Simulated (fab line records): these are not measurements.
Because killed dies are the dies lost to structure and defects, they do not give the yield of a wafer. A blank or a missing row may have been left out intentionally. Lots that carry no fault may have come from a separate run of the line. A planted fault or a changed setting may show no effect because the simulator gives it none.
Matching of chambers :: flow nand-harc :: 4 sister chambers for NHARC_A_BONDPAD_ETCH_34 on rie-diel-06
The step etches the open film in N2/H2, target depth 60 nm, overetch 18 nm, time 65.91 s. 14 wafers are shown with their chamber, then 7 later ones without.

== WAFERS WITH THEIR CHAMBER ==
wafer: L654.1
chamber: 1
rf-vpp-V (V): 427
oes-product-au (a.u.): 1.001
throttle-valve-pct (%): 14.177

wafer: L654.2
chamber: 0
rf-vpp-V (V): 430
oes-product-au (a.u.): 1.014
throttle-valve-pct (%): 14.171

wafer: L654.3
chamber: 3
rf-vpp-V (V): 433
oes-product-au (a.u.): 1.012
throttle-valve-pct (%): 14.171

wafer: L656.1
chamber: 1
rf-vpp-V (V): 427
oes-product-au (a.u.): 0.998
throttle-valve-pct (%): 14.184

wafer: L656.3
chamber: 2
rf-vpp-V (V): 426
oes-product-au (a.u.): 0.997
throttle-valve-pct (%): 14.184

wafer: L656.6
chamber: 1
rf-vpp-V (V): 426
oes-product-au (a.u.): 0.989
throttle-valve-pct (%): 14.156

wafer: L660.2
chamber: 0
rf-vpp-V (V): 431
oes-product-au (a.u.): 1.000
throttle-valve-pct (%): 14.165

wafer: L660.3
chamber: 2
rf-vpp-V (V): 426
oes-product-au (a.u.): 1.002
throttle-valve-pct (%): 14.172

wafer: L660.4
chamber: 3
rf-vpp-V (V): 431
oes-product-au (a.u.): 0.985
throttle-valve-pct (%): 14.171

wafer: L663.2
chamber: 1
rf-vpp-V (V): 426
oes-product-au (a.u.): 1.002
throttle-valve-pct (%): 14.161

wafer: L663.3
chamber: 0
rf-vpp-V (V): 430
oes-product-au (a.u.): 1.004
throttle-valve-pct (%): 14.161

wafer: L663.4
chamber: 2
rf-vpp-V (V): 427
oes-product-au (a.u.): 0.987
throttle-valve-pct (%): 14.165

wafer: L665.3
chamber: 1
rf-vpp-V (V): 426
oes-product-au (a.u.): 0.982
throttle-valve-pct (%): 14.191

wafer: L665.4
chamber: 2
rf-vpp-V (V): 426
oes-product-au (a.u.): 0.990
throttle-valve-pct (%): 14.178

SIGNATURES (averages over the wafers above)
reading: rf-vpp-V
chamber 0: 430.33
chamber 1: 426.40
chamber 2: 426.25
chamber 3: 432.00
scatter within a chamber: 0.679

reading: oes-product-au
chamber 0: 1.00600
chamber 1: 0.99440
chamber 2: 0.99400
chamber 3: 0.99850
scatter within a chamber: 0.00951

reading: throttle-valve-pct
chamber 0: 14.16567
chamber 1: 14.17380
chamber 2: 14.17475
chamber 3: 14.17100
scatter within a chamber: 0.0107
Rule: for a wafer and a chamber, the distance is found by dividing, reading by reading, the gap between the wafer's reading and the chamber's mean by the reading's scatter, squaring, summing and taking the root. If the next closest chamber is less than 2 further off than the closest, the wafer can't be placed; otherwise it belongs to the closest. How the scatter is found: for the shown wafers, subtract from each reading the mean of its chamber, square and add these, divide the total by (wafers less chambers), then take the root.

== WAFERS WHOSE CHAMBER IS MISSING ==
wafer: L665.6
rf-vpp-V (V): 432
oes-product-au (a.u.): 0.997
throttle-valve-pct (%): 14.169

wafer: L667.1
rf-vpp-V (V): 426
oes-product-au (a.u.): 0.982
throttle-valve-pct (%): 14.161

wafer: L667.2
rf-vpp-V (V): 427
oes-product-au (a.u.): 0.996
throttle-valve-pct (%): 14.173

wafer: L667.4
rf-vpp-V (V): 433
oes-product-au (a.u.): 0.993
throttle-valve-pct (%): 14.181

wafer: L676.1
rf-vpp-V (V): 434
oes-product-au (a.u.): 1.000
throttle-valve-pct (%): 14.143

wafer: L676.2
rf-vpp-V (V): 426
oes-product-au (a.u.): 0.995
throttle-valve-pct (%): 14.173

wafer: L676.5
rf-vpp-V (V): 426
oes-product-au (a.u.): 0.987
throttle-valve-pct (%): 14.164

== WHICH CHAMBER EACH ONE RAN IN ==
wafer: L665.6
from the rows above: 3
in truth: 3

wafer: L667.1
from the rows above: can't be placed: 2 or 1
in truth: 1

wafer: L667.2
from the rows above: can't be placed: 1 or 2
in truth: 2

wafer: L667.4
from the rows above: 3
in truth: 3

wafer: L676.1
from the rows above: can't be placed: 3 or 0
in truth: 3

wafer: L676.2
from the rows above: can't be placed: 2 or 1
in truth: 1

wafer: L676.5
from the rows above: can't be placed: 2 or 1
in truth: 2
Correct placement for 2 of the 7. Cannot be placed on the basis of these rows: 5; the candidates contain the true chamber in 5. Wrongly placed: 0.
